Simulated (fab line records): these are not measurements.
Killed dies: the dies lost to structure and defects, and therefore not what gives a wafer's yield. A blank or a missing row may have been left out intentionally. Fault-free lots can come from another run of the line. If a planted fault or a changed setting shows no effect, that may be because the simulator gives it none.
Which tool was responsible? -- flow nand_harc -- Sampling: 24 lots, 72 wafers, 6 of 1159 route steps

## WHAT THE GAUGES SHOWED, per wafer
The record lacks any reading of a measuring or inspecting step that a usual standard deviation could be used to judge.

## WHICH TOOL RAN EACH LOT (tool, then ch and the chambers of the sampled wafers, then the start)
lot,NHARC_P_M0_DEGAS_28,NHARC_P_M0_PVD_20,NHARC_P_M1_ETCH_15,NHARC_P_M1_PVD_21,NHARC_P_M1_ANNEAL_31,NHARC_P_BONDPAD_DEGAS_25
L074,"pvd_sputter-02, day 5 13:40","pvd_sputter-02, day 5 18:51 or earlier","rie_diel-03 ch 0,1, day 5 18:51 or earlier","pvd_sputter-03, day 5 18:51 or earlier","rtp_anneal-02 ch 0, day 5 18:51","pvd_sputter-02, day 6 02:47"
L075,"pvd_sputter-01, day 6 06:55","pvd_sputter-01, day 6 11:41 or earlier","rie_diel-03 ch 0,2,3, day 6 11:41 or earlier","pvd_sputter-01, day 6 11:41 or earlier","rtp_anneal-01 ch 0, day 6 11:41","pvd_sputter-01, day 6 19:48"
L076,"pvd_sputter-01, day 6 07:39","pvd_sputter-01, day 6 12:45 or earlier","rie_diel-01 ch 0,1,3, day 6 12:45 or earlier","pvd_sputter-02, day 6 12:45 or earlier","rtp_anneal-02 ch 0, day 6 12:45","pvd_sputter-03, day 6 20:35"
L078,"pvd_sputter-01, day 6 23:16","pvd_sputter-01, day 7 04:16 or earlier","rie_diel-07 ch 0,1, day 7 04:16 or earlier","pvd_sputter-03, day 7 04:16 or earlier","rtp_anneal-02 ch 0, day 7 04:16","pvd_sputter-03, day 7 12:07"
L077,"pvd_sputter-03, day 6 23:45","pvd_sputter-03, day 7 04:39 or earlier","rie_diel-01 ch 0,1,3, day 7 04:39 or earlier","pvd_sputter-03, day 7 04:39 or earlier","rtp_anneal-02 ch 0, day 7 04:39","pvd_sputter-02, day 7 12:54"
L079,"pvd_sputter-01, day 7 05:17","pvd_sputter-01, day 7 10:12 or earlier","rie_diel-03 ch 0,1,2, day 7 10:12 or earlier","pvd_sputter-01, day 7 10:12 or earlier","rtp_anneal-01 ch 0, day 7 10:12","pvd_sputter-02, day 7 18:29"
L081,"pvd_sputter-03, day 7 10:09","pvd_sputter-03, day 7 15:13 or earlier","rie_diel-01 ch 1,2, day 7 15:13 or earlier","pvd_sputter-02, day 7 15:13 or earlier","rtp_anneal-02 ch 0, day 7 15:13","pvd_sputter-03, day 7 23:17"
L080,"pvd_sputter-02, day 7 10:58","pvd_sputter-02, day 7 16:02 or earlier","rie_diel-01 ch 1,2, day 7 16:02 or earlier","pvd_sputter-02, day 7 16:02 or earlier","rtp_anneal-01 ch 0, day 7 16:02","pvd_sputter-03, day 8 00:11"
L083,"pvd_sputter-02, day 8 01:51","pvd_sputter-02, day 8 07:02 or earlier","rie_diel-01 ch 1,3, day 8 07:02 or earlier","pvd_sputter-03, day 8 07:02 or earlier","rtp_anneal-02 ch 0, day 8 07:02","pvd_sputter-01, day 8 15:10"
L082,"pvd_sputter-01, day 8 02:25","pvd_sputter-01, day 8 07:35 or earlier","rie_diel-03 ch 0,2, day 8 07:35 or earlier","pvd_sputter-02, day 8 07:35 or earlier","rtp_anneal-01 ch 0, day 8 07:35","pvd_sputter-03, day 8 15:27"
L085,"pvd_sputter-01, day 8 23:18","pvd_sputter-01, day 9 04:34 or earlier","rie_diel-03 ch 0,1,3, day 9 04:34 or earlier","pvd_sputter-01, day 9 04:34 or earlier","rtp_anneal-02 ch 0, day 9 04:34","pvd_sputter-01, day 9 12:48"
L086,"pvd_sputter-02, day 9 08:37","pvd_sputter-02, day 9 14:31 or earlier","rie_diel-07 ch 0,1, day 9 14:31 or earlier","pvd_sputter-01, day 9 14:31 or earlier","rtp_anneal-01 ch 0, day 9 14:31","pvd_sputter-03, day 9 22:35"
L087,"pvd_sputter-03, day 9 09:07","pvd_sputter-03, day 9 15:10 or earlier","rie_diel-07 ch 0,1,3, day 9 15:10 or earlier","pvd_sputter-01, day 9 15:10 or earlier","rtp_anneal-02 ch 0, day 9 15:10","pvd_sputter-01, day 9 23:11"
L084,"pvd_sputter-02, day 9 16:16","pvd_sputter-02, day 9 21:15 or earlier","rie_diel-03 ch 1,2,3, day 9 21:15 or earlier","pvd_sputter-01, day 9 21:15 or earlier","rtp_anneal-02 ch 0, day 9 21:15","pvd_sputter-01, day 10 05:00"
L089,"pvd_sputter-01, day 9 22:38","pvd_sputter-01, day 10 03:53 or earlier","rie_diel-01 ch 0,1,3, day 10 03:53 or earlier","pvd_sputter-01, day 10 03:53 or earlier","rtp_anneal-02 ch 0, day 10 03:53","pvd_sputter-01, day 10 11:40"
L088,"pvd_sputter-01, day 9 22:50","pvd_sputter-01, day 10 04:00 or earlier","rie_diel-07 ch 0,1,2, day 10 04:00 or earlier","pvd_sputter-01, day 10 04:00 or earlier","rtp_anneal-01 ch 0, day 10 04:00","pvd_sputter-01, day 10 12:05"
L090,"pvd_sputter-03, day 10 04:13","pvd_sputter-03, day 10 08:59 or earlier","rie_diel-07 ch 0,1,3, day 10 08:59 or earlier","pvd_sputter-03, day 10 08:59 or earlier","rtp_anneal-01 ch 0, day 10 08:59","pvd_sputter-02, day 10 17:26"
L093,"pvd_sputter-03, day 10 11:02","pvd_sputter-03, day 10 16:12 or earlier","rie_diel-03 ch 0,2,3, day 10 16:12 or earlier","pvd_sputter-02, day 10 16:12 or earlier","rtp_anneal-01 ch 0, day 10 16:12","pvd_sputter-02, day 11 00:31"
L094,"pvd_sputter-03, day 10 11:51","pvd_sputter-03, day 10 16:41 or earlier","rie_diel-03 ch 0,1,3, day 10 16:41 or earlier","pvd_sputter-02, day 10 16:41 or earlier","rtp_anneal-01 ch 0, day 10 16:41","pvd_sputter-01, day 11 01:01"
L091,"pvd_sputter-01, day 10 12:08","pvd_sputter-01, day 10 17:43 or earlier","rie_diel-01 ch 0,2,3, day 10 17:43 or earlier","pvd_sputter-03, day 10 17:43 or earlier","rtp_anneal-02 ch 0, day 10 17:43","pvd_sputter-03, day 11 01:41"
L092,"pvd_sputter-02, day 10 19:52","pvd_sputter-02, day 11 01:34 or earlier","rie_diel-01 ch 1,2,3, day 11 01:34 or earlier","pvd_sputter-03, day 11 01:34 or earlier","rtp_anneal-02 ch 0, day 11 01:34","pvd_sputter-03, day 11 09:44"
L096,"pvd_sputter-01, day 11 06:04","pvd_sputter-01, day 11 10:59 or earlier","rie_diel-03 ch 1,2,3, day 11 10:59 or earlier","pvd_sputter-01, day 11 10:59 or earlier","rtp_anneal-01 ch 0, day 11 10:59","pvd_sputter-02, day 11 19:56"
L095,"pvd_sputter-02, day 11 06:46","pvd_sputter-02, day 11 11:44 or earlier","rie_diel-01 ch 1,2,3, day 11 11:44 or earlier","pvd_sputter-02, day 11 11:44 or earlier","rtp_anneal-01 ch 0, day 11 11:44","pvd_sputter-03, day 11 20:17"
L097,"pvd_sputter-01, day 11 11:05","pvd_sputter-01, day 11 15:58 or earlier","rie_diel-03 ch 1,2, day 11 15:58 or earlier","pvd_sputter-02, day 11 15:58 or earlier","rtp_anneal-02 ch 0, day 11 15:58","pvd_sputter-01, day 12 00:16"
- NHARC_P_M0_DEGAS_28: time 60 s.
- NHARC_P_M0_PVD_20: deposits TaN, target thk 5 nm, time 8.06 s.
- NHARC_P_M1_ETCH_15: etches the open film in C4F8/Ar, target depth 182.5 nm, time 91.2 s.
- NHARC_P_M1_PVD_21: deposits Cu, target thk 30 nm, time 20.49 s.
- NHARC_P_M1_ANNEAL_31: time 90 s.
- NHARC_P_BONDPAD_DEGAS_25: time 60 s.

## WHAT THE TOOLS THEMSELVES READ (means of the sampled wafers that have a number; where no wafer has one, the mark that the record gives instead)
NHARC_P_M0_DEGAS_28. Usual: heater_power_w at 327 W, with a standard deviation of 37.
lot,tool,heater_power_w (W),flag
L074,pvd_sputter-02,317,
L075,pvd_sputter-01,289,
L076,pvd_sputter-01,307,
L078,pvd_sputter-01,305,
L077,pvd_sputter-03,390,
L079,pvd_sputter-01,298,
L081,pvd_sputter-03,385,
L080,pvd_sputter-02,326,
L083,pvd_sputter-02,329,
L082,pvd_sputter-01,298,
L085,pvd_sputter-01,312,
L086,pvd_sputter-02,314,
L087,pvd_sputter-03,377,
L084,pvd_sputter-02,315,
L089,pvd_sputter-01,317,
L088,pvd_sputter-01,313,
L090,pvd_sputter-03,382,
L093,pvd_sputter-03,389,
L094,pvd_sputter-03,376,
L091,pvd_sputter-01,307,
L092,pvd_sputter-02,316,
L096,pvd_sputter-01,314,
L095,pvd_sputter-02,313,
L097,pvd_sputter-01,320,

NHARC_P_M0_PVD_20. Usual: throttle_valve_pct at 30.3 %, with a standard deviation of 1.3.
lot,tool,throttle_valve_pct (%),flag
L074,pvd_sputter-02,30.5,
L075,pvd_sputter-01,30.7,
L076,pvd_sputter-01,29.8,
L078,pvd_sputter-01,29.6,
L077,pvd_sputter-03,30.6,
L079,pvd_sputter-01,30.4,
L081,pvd_sputter-03,30.5,
L080,pvd_sputter-02,30.0,
L083,pvd_sputter-02,29.5,
L082,pvd_sputter-01,31.5,
L085,pvd_sputter-01,31.2,
L086,pvd_sputter-02,30.5,
L087,pvd_sputter-03,30.8,
L084,pvd_sputter-02,30.0,
L089,pvd_sputter-01,31.2,
L088,pvd_sputter-01,31.3,
L090,pvd_sputter-03,30.5,
L093,pvd_sputter-03,31.0,
L094,pvd_sputter-03,30.7,
L091,pvd_sputter-01,28.9,
L092,pvd_sputter-02,30.5,
L096,pvd_sputter-01,30.1,
L095,pvd_sputter-02,30.5,
L097,pvd_sputter-01,30.2,

NHARC_P_M1_ETCH_15. Usual: oes_product_au 0.957 a.u., standard deviation 0.023; rf_vpp_V 440.8 V, standard deviation 1.8.
lot,tool,oes_product_au (a.u.),rf_vpp_V (V),flag
L074,rie_diel-03,0.968,441.1,
L075,rie_diel-03,0.974,442.4,
L076,rie_diel-01,0.975,439.5,
L078,rie_diel-07,0.967,439.3,
L077,rie_diel-01,0.988,441.1,
L079,rie_diel-03,0.942,442.0,
L081,rie_diel-01,0.986,442.8,
L080,rie_diel-01,0.978,442.4,
L083,rie_diel-01,0.942,441.1,
L082,rie_diel-03,0.957,441.4,
L085,rie_diel-03,0.929,440.4,
L086,rie_diel-07,0.930,439.5,
L087,rie_diel-07,0.973,439.3,
L084,rie_diel-03,0.926,441.8,
L089,rie_diel-01,0.977,440.4,
L088,rie_diel-07,0.925,441.0,
L090,rie_diel-07,0.929,439.7,
L093,rie_diel-03,0.967,440.7,
L094,rie_diel-03,0.973,441.8,
L091,rie_diel-01,0.963,440.3,
L092,rie_diel-01,0.973,441.7,
L096,rie_diel-03,0.927,440.8,
L095,rie_diel-01,0.968,441.0,
L097,rie_diel-03,0.954,440.2,

NHARC_P_M1_PVD_21. Usual: throttle_valve_pct at 30.4 %, with a standard deviation of 1.2.
lot,tool,throttle_valve_pct (%),flag
L074,pvd_sputter-03,30.8,
L075,pvd_sputter-01,31.0,
L076,pvd_sputter-02,29.8,
L078,pvd_sputter-03,30.5,
L077,pvd_sputter-03,30.5,
L079,pvd_sputter-01,30.5,
L081,pvd_sputter-02,30.3,
L080,pvd_sputter-02,30.3,
L083,pvd_sputter-03,30.6,
L082,pvd_sputter-02,30.7,
L085,pvd_sputter-01,29.1,
L086,pvd_sputter-01,30.1,
L087,pvd_sputter-01,30.3,
L084,pvd_sputter-01,31.2,
L089,pvd_sputter-01,30.0,
L088,pvd_sputter-01,28.7,
L090,pvd_sputter-03,30.7,
L093,pvd_sputter-02,30.6,
L094,pvd_sputter-02,30.0,
L091,pvd_sputter-03,30.3,
L092,pvd_sputter-03,30.6,
L096,pvd_sputter-01,31.1,
L095,pvd_sputter-02,30.0,
L097,pvd_sputter-02,30.4,

NHARC_P_M1_ANNEAL_31. Usual: wafer_temp_C_max at 226.3, with a standard deviation of 0.37.
lot,tool,wafer_temp_C_max,flag
L074,rtp_anneal-02,226.5,
L075,rtp_anneal-01,226.1,
L076,rtp_anneal-02,226.6,
L078,rtp_anneal-02,226.5,
L077,rtp_anneal-02,226.3,
L079,rtp_anneal-01,226.1,
L081,rtp_anneal-02,226.7,
L080,rtp_anneal-01,226.0,
L083,rtp_anneal-02,226.3,
L082,rtp_anneal-01,226.0,
L085,rtp_anneal-02,226.6,
L086,rtp_anneal-01,225.9,
L087,rtp_anneal-02,226.6,
L084,rtp_anneal-02,226.7,
L089,rtp_anneal-02,226.6,
L088,rtp_anneal-01,226.1,
L090,rtp_anneal-01,225.8,
L093,rtp_anneal-01,226.2,
L094,rtp_anneal-01,226.1,
L091,rtp_anneal-02,226.2,
L092,rtp_anneal-02,226.9,
L096,rtp_anneal-01,226.3,
L095,rtp_anneal-01,226.0,
L097,rtp_anneal-02,227.0,

NHARC_P_BONDPAD_DEGAS_25. Usual: heater_power_w at 469 W, with a standard deviation of 57.
lot,tool,heater_power_w (W),flag
L074,pvd_sputter-02,443,
L075,pvd_sputter-01,413,
L076,pvd_sputter-03,528,
L078,pvd_sputter-03,494,
L077,pvd_sputter-02,473,
L079,pvd_sputter-02,444,
L081,pvd_sputter-03,570,
L080,pvd_sputter-03,490,
L083,pvd_sputter-01,428,
L082,pvd_sputter-03,526,
L085,pvd_sputter-01,438,
L086,pvd_sputter-03,495,
L087,pvd_sputter-01,431,
L084,pvd_sputter-01,437,
L089,pvd_sputter-01,444,
L088,pvd_sputter-01,430,
L090,pvd_sputter-02,448,
L093,pvd_sputter-02,443,
L094,pvd_sputter-01,423,
L091,pvd_sputter-03,569,
L092,pvd_sputter-03,486,
L096,pvd_sputter-02,427,
L095,pvd_sputter-03,494,
L097,pvd_sputter-01,424,

## THE ANSWER, worked out from the rows above alone
Rule: take the mean of a lot's wafers that have a number; if it is more than 3 standard deviations from the usual mean, the lot is off. A lot without any number at a reading at which 4 lots or more have one is off too. Any other lot the step has rows for is counted as sound. After the gauges, taken in route order, come the tools' own readings; for these a lot's mean is taken, as printed above. At the first step where some lot is off, the reading lying furthest off is the one used; lots without a number count as furthest.
No lot is off at any reading shown: from this, nothing can be told.

## WHAT HAD BEEN PUT IN BY THE SIMULATOR
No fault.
